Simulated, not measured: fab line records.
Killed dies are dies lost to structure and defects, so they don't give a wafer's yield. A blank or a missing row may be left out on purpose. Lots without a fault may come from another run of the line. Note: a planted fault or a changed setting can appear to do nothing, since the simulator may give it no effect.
Chamber matching || flow n5_finfet || N5_GATE_CUT_PECVD_57 on pecvd-02: 3 sister chambers
The step deposits SiNx from SiH4/NH3/N2, target thk 21 nm. 3 wafers are shown with their chamber, then 12 later ones without.

## WAFERS PAIRED WITH THEIR CHAMBERS
{"wafer": "L085.6", "chamber": 2, "throttle_valve_pct (%)": 38.5}
{"wafer": "L088.5", "chamber": 0, "throttle_valve_pct (%)": 42.9}
{"wafer": "L088.6", "chamber": 1, "throttle_valve_pct (%)": 39.3}

## WAFERS WITH NO CHAMBER GIVEN
{"wafer": "L089.3", "throttle_valve_pct (%)": 38.5}
{"wafer": "L089.4", "throttle_valve_pct (%)": 39.2}
{"wafer": "L089.5", "throttle_valve_pct (%)": 38.8}
{"wafer": "L093.1", "throttle_valve_pct (%)": 38.4}
{"wafer": "L093.2", "throttle_valve_pct (%)": 42.7}
{"wafer": "L093.3", "throttle_valve_pct (%)": 39.3}
{"wafer": "L094.4", "throttle_valve_pct (%)": 39.3}
{"wafer": "L094.5", "throttle_valve_pct (%)": 38.5}
{"wafer": "L094.6", "throttle_valve_pct (%)": 42.6}
{"wafer": "L096.1", "throttle_valve_pct (%)": 38.8}
{"wafer": "L096.2", "throttle_valve_pct (%)": 39.3}
{"wafer": "L096.4", "throttle_valve_pct (%)": 42.8}

## WHICH CHAMBER EACH WENT THROUGH
{"wafer": "L089.3", "from the rows above": 2, "in truth": 2}
{"wafer": "L089.4", "from the rows above": 1, "in truth": 1}
{"wafer": "L089.5", "from the rows above": "can't be placed: 2 or 1", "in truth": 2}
{"wafer": "L093.1", "from the rows above": 2, "in truth": 2}
{"wafer": "L093.2", "from the rows above": 0, "in truth": 0}
{"wafer": "L093.3", "from the rows above": 1, "in truth": 1}
{"wafer": "L094.4", "from the rows above": 1, "in truth": 1}
{"wafer": "L094.5", "from the rows above": 2, "in truth": 2}
{"wafer": "L094.6", "from the rows above": 0, "in truth": 0}
{"wafer": "L096.1", "from the rows above": "can't be placed: 2 or 1", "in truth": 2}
{"wafer": "L096.2", "from the rows above": 1, "in truth": 1}
{"wafer": "L096.4", "from the rows above": 0, "in truth": 0}
Correct placement for 10 of the 12. Can't be placed from these rows: 2 (the true chamber is among the candidates in 2). Number placed wrongly: 0.
How it was worked out, from the rows above alone: a wafer's distance from a chamber is the root of the sum, over the readings, of the square of ((its reading less the chamber's mean) divided by the reading's scatter). The wafer belongs to the nearest chamber; if the next one is less than 2 further off, it can't be placed. For every chamber, the mean is computed from those of its wafers that are shown. The scatter (one wafer shown for each chamber): square how far every hidden wafer sits from the nearest shown wafer, average those squares and take the square root.
